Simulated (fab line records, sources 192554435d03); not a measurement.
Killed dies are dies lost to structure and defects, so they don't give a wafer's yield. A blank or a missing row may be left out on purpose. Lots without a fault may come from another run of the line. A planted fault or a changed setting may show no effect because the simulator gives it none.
Which tool did it? | flow n5_finfet | 24 lots, 72 wafers sampled, at 6 steps of a route of 1938

WHAT THE GAUGES READ, wafer by wafer
The record holds no reading of a measuring or inspecting step that can be judged against a usual standard deviation.

WHICH TOOL RAN EACH LOT (tool, then ch and the chambers of the sampled wafers, then the start)
lot  | N5_HKMG_FIN_DESCUM_17             | N5_HKMG_FIN_STRIP_34              | N5_HKMG_FIN_ALD_72            | N5_GATE_CUT_VAPOR_ETCH_60         | N5_GATE_CUT_ETCH_58                | N5_GATE_CUT_PECVD_57
L074 | rie_diel-01 ch 1,2, day 4 05:17   | rie_diel-01 ch 1,2, day 4 05:35   | cvd_w-02 ch 0, day 4 08:48    | rie_metal-02 ch 0, day 4 10:13    | rie_diel-04 ch 0,1, day 4 10:17    | pecvd-01 ch 0,1, day 4 12:48
L075 | rie_diel-02 ch 0,1,3, day 4 14:02 | rie_diel-02 ch 0,1,3, day 4 14:19 | cvd_w-02 ch 0,1, day 4 17:41  | rie_metal-01 ch 0,1, day 4 18:50  | rie_diel-06 ch 2,3, day 4 18:53    | pecvd-02 ch 0,1,2, day 4 21:24
L076 | rie_diel-02 ch 0,3, day 4 15:09   | rie_diel-02 ch 0,3, day 4 15:26   | cvd_w-01 ch 0,1, day 4 18:40  | rie_metal-02 ch 0,1, day 4 19:49  | rie_diel-06 ch 0,2,3, day 4 19:52  | pecvd-04 ch 0,1, day 4 22:58
L077 | rie_diel-05 ch 0,1,3, day 5 04:52 | rie_diel-05 ch 0,1,3, day 5 05:09 | cvd_w-01 ch 1, day 5 08:59    | rie_metal-02 ch 1, day 5 10:23    | rie_diel-03 ch 1,2,3, day 5 10:28  | pecvd-02 ch 0,1,2, day 5 12:58
L078 | rie_diel-02 ch 1,2,3, day 5 07:17 | rie_diel-02 ch 1,2,3, day 5 07:34 | cvd_w-02 ch 0,1, day 5 10:57  | rie_metal-03 ch 0,1, day 5 12:06  | rie_diel-06 ch 1,2, day 5 12:09    | pecvd-02 ch 0,1,2, day 5 15:10
L079 | rie_diel-01 ch 1,2, day 5 14:58   | rie_diel-01 ch 1,2, day 5 15:14   | cvd_w-02 ch 0,1, day 5 18:50  | rie_metal-01 ch 0,1, day 5 19:59  | rie_diel-06 ch 0,3, day 5 20:02    | pecvd-04 ch 0,1,2, day 5 22:41
L080 | rie_diel-01 ch 0,2,3, day 5 23:48 | rie_diel-01 ch 0,2,3, day 6 00:05 | cvd_w-02 ch 0,1, day 6 03:18  | rie_metal-02 ch 0,1, day 6 04:28  | rie_diel-06 ch 1,3, day 6 04:38    | pecvd-04 ch 0,1, day 6 07:09
L081 | rie_diel-01 ch 1,2,3, day 6 00:55 | rie_diel-01 ch 1,2,3, day 6 01:12 | cvd_w-01 ch 0,1, day 6 04:28  | rie_metal-03 ch 0,1, day 6 05:37  | rie_diel-06 ch 0,2,3, day 6 05:40  | pecvd-02 ch 0,1, day 6 08:11
L082 | rie_diel-05 ch 0,1,3, day 6 06:26 | rie_diel-05 ch 0,1,3, day 6 06:44 | cvd_w-02 ch 0,1, day 6 10:04  | rie_metal-01 ch 0,1, day 6 11:13  | rie_diel-04 ch 0,2,3, day 6 11:16  | pecvd-02 ch 0,1, day 6 13:47
L083 | rie_diel-02 ch 2,3, day 6 09:22   | rie_diel-02 ch 2,3, day 6 09:38   | cvd_w-01 ch 0,1, day 6 12:52  | rie_metal-01 ch 0,1, day 6 14:01  | rie_diel-03 ch 1,3, day 6 14:04    | pecvd-04 ch 1,2, day 6 16:35
L084 | rie_diel-01 ch 1,3, day 6 18:34   | rie_diel-01 ch 1,3, day 6 18:50   | cvd_w-01 ch 1, day 6 22:03    | rie_metal-03 ch 0, day 6 23:20    | rie_diel-06 ch 0,1,3, day 6 23:23  | pecvd-02 ch 1,2, day 7 01:55
L085 | rie_diel-05 ch 0,2,3, day 7 01:14 | rie_diel-05 ch 0,2,3, day 7 01:31 | cvd_w-02 ch 0,1, day 7 04:52  | rie_metal-03 ch 0,1, day 7 06:05  | rie_diel-03 ch 1,3, day 7 06:08    | pecvd-01 ch 0,2, day 7 08:38
L086 | rie_diel-02 ch 0,2, day 7 10:28   | rie_diel-02 ch 0,2, day 7 10:45   | cvd_w-01 ch 0, day 7 14:01    | rie_metal-02 ch 0,1, day 7 15:15  | rie_diel-04 ch 0,3, day 7 15:20    | pecvd-02 ch 0,1, day 7 17:58
L087 | rie_diel-05 ch 0,2,3, day 7 15:22 | rie_diel-05 ch 0,2,3, day 7 15:38 | cvd_w-02 ch 0,1, day 7 19:16  | rie_metal-02 ch 0,1, day 7 20:25  | rie_diel-03 ch 1,2, day 7 20:28    | pecvd-04 ch 0,1,2, day 7 23:28
L088 | rie_diel-05 ch 0,1,3, day 7 16:52 | rie_diel-05 ch 0,1,3, day 7 17:09 | cvd_w-02 ch 0,1, day 7 21:02  | rie_metal-03 ch 0,1, day 7 22:12  | rie_diel-03 ch 1,2, day 7 22:15    | pecvd-01 ch 1,2, day 8 00:52
L089 | rie_diel-01 ch 1,2, day 7 19:49   | rie_diel-01 ch 1,2, day 7 20:05   | cvd_w-01 ch 0,1, day 7 23:37  | rie_metal-03 ch 0,1, day 8 00:46  | rie_diel-04 ch 2,3, day 8 00:49    | pecvd-01 ch 0,1,2, day 8 03:26
L090 | rie_diel-02 ch 0,1,2, day 8 01:46 | rie_diel-02 ch 0,1,2, day 8 02:02 | cvd_w-01 ch 0,1, day 8 05:16  | rie_metal-03 ch 0,1, day 8 07:36  | rie_diel-03 ch 0,1,3, day 8 07:40  | pecvd-04 ch 1,2, day 8 10:10
L091 | rie_diel-05 ch 0,2,3, day 8 08:15 | rie_diel-05 ch 0,2,3, day 8 08:32 | cvd_w-02 ch 0,1, day 8 11:47  | rie_metal-03 ch 0,1, day 8 12:56  | rie_diel-03 ch 0,1,2, day 8 13:04  | pecvd-01 ch 1,2, day 8 15:35
L092 | rie_diel-05 ch 0,1,3, day 8 14:29 | rie_diel-05 ch 0,1,3, day 8 14:46 | cvd_w-01 ch 0,1, day 8 18:01  | rie_metal-01 ch 0,1, day 8 19:10  | rie_diel-06 ch 1,2, day 8 19:12    | pecvd-01 ch 0,1, day 8 22:03
L093 | rie_diel-01 ch 0,1, day 8 21:52   | rie_diel-01 ch 0,1, day 8 22:09   | cvd_w-02 ch 0,1, day 9 01:23  | rie_metal-03 ch 0, day 9 02:48    | rie_diel-04 ch 0,2,3, day 9 02:54  | pecvd-01 ch 0,1, day 9 05:25
L094 | rie_diel-02 ch 0,1, day 9 02:29   | rie_diel-02 ch 0,1, day 9 02:46   | cvd_w-02 ch 0,1, day 9 06:11  | rie_metal-01 ch 0,1, day 9 07:20  | rie_diel-03 ch 0,3, day 9 07:25    | pecvd-04 ch 0,2, day 9 09:55
L095 | rie_diel-02 ch 0,1, day 9 10:25   | rie_diel-02 ch 0,1, day 9 10:42   | cvd_w-02 ch 0,1, day 9 13:56  | rie_metal-03 ch 0, day 9 15:20    | rie_diel-04 ch 1,3, day 9 15:25    | pecvd-01 ch 1,2, day 9 17:56
L096 | rie_diel-02 ch 0,1,3, day 9 21:19 | rie_diel-02 ch 0,1,3, day 9 21:35 | cvd_w-01 ch 0,1, day 10 00:55 | rie_metal-02 ch 0,1, day 10 02:04 | rie_diel-03 ch 0,1,2, day 10 02:07 | pecvd-04 ch 0,1, day 10 04:38
L097 | rie_diel-02 ch 2,3, day 9 22:29   | rie_diel-02 ch 2,3, day 9 22:46   | cvd_w-02 ch 1, day 10 02:02   | rie_metal-01 ch 0,1, day 10 03:11 | rie_diel-06 ch 0,2, day 10 03:14   | pecvd-01 ch 0,1,2, day 10 05:46
- N5_HKMG_FIN_DESCUM_17: chemistry O2, time 7.9 s.
- N5_HKMG_FIN_STRIP_34: strips in CF4.
- N5_HKMG_FIN_ALD_72: deposits W, target thk 2 nm, pulse time 1 s, purge time 2 s.
- N5_GATE_CUT_VAPOR_ETCH_60: etches HfO2 in BCl3/Cl2.
- N5_GATE_CUT_ETCH_58: etches SiNx in CH3F/O2, target depth 17 nm, time 128.6 s.
- N5_GATE_CUT_PECVD_57: deposits SiNx from SiH4/NH3/N2, target thk 21 nm.

WHAT THE TOOLS THEMSELVES READ (means of the sampled wafers that have a number; where no wafer has one, the mark that the record gives instead)
N5_HKMG_FIN_DESCUM_17. Usual: drypump_motor_current_A 5.8 A, standard deviation 0.44; o2_flow_sccm 225.0 sccm, standard deviation 0.66; oes_product_au 0.80 a.u., standard deviation 0.074; rf_vpp_V 243.4 V, standard deviation 1.3; showerhead_plenum_p_Torr 2.11 Torr, standard deviation 0.059; throttle_valve_pct 20.52 %, standard deviation 0.2.
lot  | tool        | drypump_motor_current_A (A) | o2_flow_sccm (sccm) | oes_product_au (a.u.) | rf_vpp_V (V) | showerhead_plenum_p_Torr (Torr) | throttle_valve_pct (%) | flag
L074 | rie_diel-01 | 5.2                         | 224.9               | 0.77                  | 242.9        | 2.08                            | 20.83                  |
L075 | rie_diel-02 | 5.9                         | 225.4               | 0.80                  | 244.0        | 2.09                            | 20.46                  |
L076 | rie_diel-02 | 5.7                         | 225.3               | 0.87                  | 244.1        | 2.12                            | 20.45                  |
L077 | rie_diel-05 | 6.0                         | 225.1               | 0.80                  | 243.3        | 2.11                            | 20.50                  |
L078 | rie_diel-02 | 6.0                         | 225.1               | 0.71                  | 242.5        | 2.03                            | 20.53                  |
L079 | rie_diel-01 | 5.3                         | 225.0               | 0.73                  | 243.8        | 2.13                            | 20.87                  |
L080 | rie_diel-01 | 5.5                         | 224.9               | 0.83                  | 242.1        | 2.09                            | 20.45                  |
L081 | rie_diel-01 | 5.6                         | 224.9               | 0.80                  | 242.3        | 2.12                            | 20.63                  |
L082 | rie_diel-05 | 6.0                         | 225.4               | 0.79                  | 242.8        | 2.11                            | 20.50                  |
L083 | rie_diel-02 | 5.7                         | 225.5               | 0.81                  | 243.8        | 2.13                            | 20.43                  |
L084 | rie_diel-01 | 5.6                         | 225.6               | 0.78                  | 244.2        | 2.17                            | 20.67                  |
L085 | rie_diel-05 | 5.8                         | 224.5               | 0.83                  | 243.6        | 2.12                            | 20.46                  |
L086 | rie_diel-02 | 6.0                         | 224.4               | 0.89                  | 244.2        | 2.17                            | 20.44                  |
L087 | rie_diel-05 | 5.8                         | 225.0               | 0.82                  | 242.6        | 2.11                            | 20.46                  |
L088 | rie_diel-05 | 6.0                         | 225.2               | 0.79                  | 243.7        | 2.10                            | 20.53                  |
L089 | rie_diel-01 | 5.3                         | 224.5               | 0.75                  | 242.2        | 2.07                            | 20.88                  |
L090 | rie_diel-02 | 6.2                         | 225.5               | 0.83                  | 243.9        | 2.14                            | 20.47                  |
L091 | rie_diel-05 | 5.8                         | 224.4               | 0.82                  | 243.8        | 2.11                            | 20.48                  |
L092 | rie_diel-05 | 6.0                         | 225.1               | 0.78                  | 244.2        | 2.10                            | 20.55                  |
L093 | rie_diel-01 | 5.2                         | 223.8               | 0.74                  | 242.9        | 2.12                            | 20.57                  |
L094 | rie_diel-02 | 6.0                         | 225.0               | 0.81                  | 243.6        | 2.11                            | 20.51                  |
L095 | rie_diel-02 | 6.0                         | 225.3               | 0.81                  | 244.1        | 2.11                            | 20.51                  |
L096 | rie_diel-02 | 5.9                         | 224.7               | 0.76                  | 242.8        | 2.08                            | 20.52                  |
L097 | rie_diel-02 | 5.7                         | 225.3               | 0.77                  | 243.1        | 2.12                            | 20.47                  |

N5_HKMG_FIN_STRIP_34. Usual: drypump_motor_current_A 5.8 A, standard deviation 0.44; oes_product_au 0.78 a.u., standard deviation 0.065; rf_vpp_V 271.4 V, standard deviation 1.3; showerhead_plenum_p_Torr 1.81 Torr, standard deviation 0.044; throttle_valve_pct 13.66 %, standard deviation 0.22.
lot  | tool        | drypump_motor_current_A (A) | oes_product_au (a.u.) | rf_vpp_V (V) | showerhead_plenum_p_Torr (Torr) | throttle_valve_pct (%) | flag
L074 | rie_diel-01 | 5.3                         | 0.77                  | 271.1        | 1.76                            | 13.80                  |
L075 | rie_diel-02 | 5.9                         | 0.79                  | 271.7        | 1.80                            | 13.69                  |
L076 | rie_diel-02 | 5.7                         | 0.85                  | 271.9        | 1.82                            | 13.54                  |
L077 | rie_diel-05 | 6.0                         | 0.80                  | 272.3        | 1.82                            | 13.67                  |
L078 | rie_diel-02 | 6.0                         | 0.71                  | 270.0        | 1.76                            | 13.83                  |
L079 | rie_diel-01 | 5.3                         | 0.74                  | 271.8        | 1.80                            | 13.86                  |
L080 | rie_diel-01 | 5.5                         | 0.81                  | 270.0        | 1.78                            | 13.49                  |
L081 | rie_diel-01 | 5.5                         | 0.79                  | 271.4        | 1.79                            | 13.62                  |
L082 | rie_diel-05 | 6.0                         | 0.79                  | 272.4        | 1.82                            | 13.70                  |
L083 | rie_diel-02 | 5.7                         | 0.79                  | 272.0        | 1.83                            | 13.61                  |
L084 | rie_diel-01 | 5.6                         | 0.77                  | 271.9        | 1.83                            | 13.68                  |
L085 | rie_diel-05 | 5.8                         | 0.82                  | 270.9        | 1.82                            | 13.63                  |
L086 | rie_diel-02 | 6.0                         | 0.87                  | 272.7        | 1.85                            | 13.44                  |
L087 | rie_diel-05 | 5.8                         | 0.81                  | 272.1        | 1.82                            | 13.64                  |
L088 | rie_diel-05 | 6.0                         | 0.78                  | 271.1        | 1.81                            | 13.74                  |
L089 | rie_diel-01 | 5.2                         | 0.75                  | 270.5        | 1.75                            | 13.86                  |
L090 | rie_diel-02 | 6.2                         | 0.81                  | 271.4        | 1.83                            | 13.60                  |
L091 | rie_diel-05 | 5.8                         | 0.80                  | 272.2        | 1.82                            | 13.64                  |
L092 | rie_diel-05 | 6.0                         | 0.77                  | 271.3        | 1.81                            | 13.76                  |
L093 | rie_diel-01 | 5.2                         | 0.73                  | 271.6        | 1.80                            | 13.69                  |
L094 | rie_diel-02 | 6.0                         | 0.80                  | 271.9        | 1.80                            | 13.68                  |
L095 | rie_diel-02 | 6.0                         | 0.79                  | 271.3        | 1.80                            | 13.69                  |
L096 | rie_diel-02 | 5.8                         | 0.75                  | 270.4        | 1.79                            | 13.78                  |
L097 | rie_diel-02 | 5.7                         | 0.76                  | 272.0        | 1.82                            | 13.67                  |

N5_HKMG_FIN_ALD_72. Usual: heater_power_w 468 W, standard deviation 49; precursor_pulse_height_rel 1.000, standard deviation 0.019.
lot  | tool     | heater_power_w (W) | precursor_pulse_height_rel | flag
L074 | cvd_w-02 | 414                | 1.000                      |
L075 | cvd_w-02 | 422                | 0.993                      |
L076 | cvd_w-01 | 528                | 1.013                      |
L077 | cvd_w-01 | 507                | 0.995                      |
L078 | cvd_w-02 | 420                | 0.992                      |
L079 | cvd_w-02 | 423                | 0.986                      |
L080 | cvd_w-02 | 417                | 0.982                      |
L081 | cvd_w-01 | 525                | 0.980                      |
L082 | cvd_w-02 | 434                | 1.007                      |
L083 | cvd_w-01 | 516                | 0.989                      |
L084 | cvd_w-01 | 511                | 1.010                      |
L085 | cvd_w-02 | 430                | 1.010                      |
L086 | cvd_w-01 | 528                | 1.003                      |
L087 | cvd_w-02 | 426                | 1.009                      |
L088 | cvd_w-02 | 424                | 1.009                      |
L089 | cvd_w-01 | 522                | 1.004                      |
L090 | cvd_w-01 | 521                | 0.997                      |
L091 | cvd_w-02 | 435                | 0.990                      |
L092 | cvd_w-01 | 516                | 0.989                      |
L093 | cvd_w-02 | 425                | 1.007                      |
L094 | cvd_w-02 | 427                | 1.008                      |
L095 | cvd_w-02 | 427                | 0.999                      |
L096 | cvd_w-01 | 525                | 1.009                      |
L097 | cvd_w-02 | 444                | 0.992                      |

N5_GATE_CUT_VAPOR_ETCH_60. Usual: drypump_motor_current_A 5.8 A, standard deviation 0.47; oes_product_au 0.79 a.u., standard deviation 0.14.
lot  | tool         | drypump_motor_current_A (A) | oes_product_au (a.u.) | flag
L074 | rie_metal-02 | 6.0                         | 0.56                  |
L075 | rie_metal-01 | 6.1                         | 0.90                  |
L076 | rie_metal-02 | 5.6                         | 0.69                  |
L077 | rie_metal-02 | 5.0                         | 0.94                  |
L078 | rie_metal-03 | 5.6                         | 0.69                  |
L079 | rie_metal-01 | 6.1                         | 0.90                  |
L080 | rie_metal-02 | 5.6                         | 0.97                  |
L081 | rie_metal-03 | 5.7                         | 0.73                  |
L082 | rie_metal-01 | 6.4                         | 0.91                  |
L083 | rie_metal-01 | 6.4                         | 0.91                  |
L084 | rie_metal-03 | 5.6                         | 0.63                  |
L085 | rie_metal-03 | 5.6                         | 0.72                  |
L086 | rie_metal-02 | 5.3                         | 0.93                  |
L087 | rie_metal-02 | 5.3                         | 0.93                  |
L088 | rie_metal-03 | 5.6                         | 0.72                  |
L089 | rie_metal-03 | 5.6                         | 0.68                  |
L090 | rie_metal-03 | 5.6                         | 0.71                  |
L091 | rie_metal-03 | 5.6                         | 0.67                  |
L092 | rie_metal-01 | 6.4                         | 0.87                  |
L093 | rie_metal-03 | 5.6                         | 0.62                  |
L094 | rie_metal-01 | 6.1                         | 0.84                  |
L095 | rie_metal-03 | 5.6                         | 0.61                  |
L096 | rie_metal-02 | 5.3                         | 0.89                  |
L097 | rie_metal-01 | 6.4                         | 0.85                  |

N5_GATE_CUT_ETCH_58. Usual: drypump_motor_current_A 5.8 A, standard deviation 0.57; oes_product_au 0.82 a.u., standard deviation 0.11; rf_vpp_V 99.5 V, standard deviation 0.95; showerhead_plenum_p_Torr 2.04 Torr, standard deviation 0.07; throttle_valve_pct 16.25 %, standard deviation 0.21.
lot  | tool        | drypump_motor_current_A (A) | oes_product_au (a.u.) | rf_vpp_V (V) | showerhead_plenum_p_Torr (Torr) | throttle_valve_pct (%) | flag
L074 | rie_diel-04 | 5.8                         | 0.87                  | 99.9         | 2.05                            | 16.26                  |
L075 | rie_diel-06 | 5.6                         | 0.72                  | 98.7         | 1.99                            | 16.25                  |
L076 | rie_diel-06 | 5.8                         | 0.71                  | 99.7         | 2.02                            | 16.34                  |
L077 | rie_diel-03 | 5.6                         | 0.72                  | 98.9         | 1.96                            | 16.49                  |
L078 | rie_diel-06 | 5.9                         | 0.68                  | 99.3         | 2.01                            | 16.35                  |
L079 | rie_diel-06 | 5.9                         | 0.87                  | 99.2         | 2.03                            | 16.13                  |
L080 | rie_diel-06 | 6.5                         | 0.74                  | 99.5         | 2.04                            | 16.36                  |
L081 | rie_diel-06 | 5.7                         | 0.92                  | 99.8         | 2.02                            | 16.03                  |
L082 | rie_diel-04 | 5.8                         | 0.93                  | 99.5         | 2.08                            | 16.11                  |
L083 | rie_diel-03 | 5.9                         | 0.89                  | 99.5         | 2.12                            | 16.25                  |
L084 | rie_diel-06 | 6.2                         | 0.81                  | 99.2         | 2.04                            | 16.24                  |
L085 | rie_diel-03 | 5.7                         | 0.82                  | 98.8         | 2.09                            | 16.31                  |
L086 | rie_diel-04 | 6.1                         | 0.89                  | 99.3         | 2.04                            | 16.21                  |
L087 | rie_diel-03 | 5.2                         | 0.72                  | 99.5         | 1.95                            | 16.47                  |
L088 | rie_diel-03 | 5.3                         | 0.73                  | 99.3         | 2.01                            | 16.41                  |
L089 | rie_diel-04 | 5.4                         | 0.91                  | 100.5        | 2.10                            | 16.07                  |
L090 | rie_diel-03 | 5.8                         | 0.89                  | 100.2        | 2.11                            | 16.20                  |
L091 | rie_diel-03 | 5.5                         | 0.81                  | 98.8         | 2.03                            | 16.30                  |
L092 | rie_diel-06 | 5.9                         | 0.84                  | 98.5         | 2.00                            | 16.06                  |
L093 | rie_diel-04 | 5.8                         | 0.88                  | 99.0         | 2.07                            | 16.16                  |
L094 | rie_diel-03 | 6.1                         | 0.92                  | 100.5        | 2.14                            | 16.17                  |
L095 | rie_diel-04 | 4.9                         | 0.95                  | 99.0         | 2.06                            | 15.84                  |
L096 | rie_diel-03 | 5.5                         | 0.79                  | 100.3        | 2.03                            | 16.32                  |
L097 | rie_diel-06 | 5.8                         | 0.88                  | 99.5         | 2.02                            | 16.05                  |

N5_GATE_CUT_PECVD_57. Usual: heater_power_w 805 W, standard deviation 110; showerhead_plenum_p_Torr 5.17 Torr, standard deviation 0.08; throttle_valve_pct 41.0 %, standard deviation 2.2.
lot  | tool     | heater_power_w (W) | showerhead_plenum_p_Torr (Torr) | throttle_valve_pct (%) | flag
L074 | pecvd-01 | 697                | 5.12                            | 43.1                   |
L075 | pecvd-02 | 765                | 5.21                            | 40.4                   |
L076 | pecvd-04 | 978                | 5.09                            | 41.3                   |
L077 | pecvd-02 | 752                | 5.21                            | 40.5                   |
L078 | pecvd-02 | 824                | 5.21                            | 40.4                   |
L079 | pecvd-04 | 866                | 5.13                            | 40.0                   |
L080 | pecvd-04 | 955                | 5.09                            | 41.6                   |
L081 | pecvd-02 | 914                | 5.21                            | 41.1                   |
L082 | pecvd-02 | 829                | 5.22                            | 40.4                   |
L083 | pecvd-04 | 878                | 5.19                            | 38.3                   |
L084 | pecvd-02 | 771                | 5.20                            | 40.7                   |
L085 | pecvd-01 | 596                | 5.12                            | 41.0                   |
L086 | pecvd-02 | 791                | 5.21                            | 40.5                   |
L087 | pecvd-04 | 869                | 5.13                            | 39.9                   |
L088 | pecvd-01 | 796                | 5.21                            | 41.3                   |
L089 | pecvd-01 | 766                | 5.18                            | 42.2                   |
L090 | pecvd-04 | 889                | 5.19                            | 38.3                   |
L091 | pecvd-01 | 777                | 5.21                            | 41.4                   |
L092 | pecvd-01 | 709                | 5.17                            | 44.1                   |
L093 | pecvd-01 | 751                | 5.17                            | 44.0                   |
L094 | pecvd-04 | 981                | 5.17                            | 40.5                   |
L095 | pecvd-01 | 761                | 5.21                            | 41.2                   |
L096 | pecvd-04 | 929                | 5.06                            | 41.1                   |
L097 | pecvd-01 | 739                | 5.16                            | 42.1                   |

THE ANSWER, worked out from the rows above alone
Rule: a lot is off if the mean of its wafers that have a number lies more than 3 standard deviations from the usual mean. A lot without any number at a reading at which 4 lots or more have one is off too. The other lots that the step has rows for count as sound. The gauges are gone through in route order, then the tools' own readings, and for those a lot's mean is taken as printed above. The first step at which some lot is off is used, and at that step the reading that is off furthest; a lot without a number counts as furthest.
No lot is off at any reading shown: from this, nothing can be told.

WHAT THE SIMULATOR HAD PUT IN
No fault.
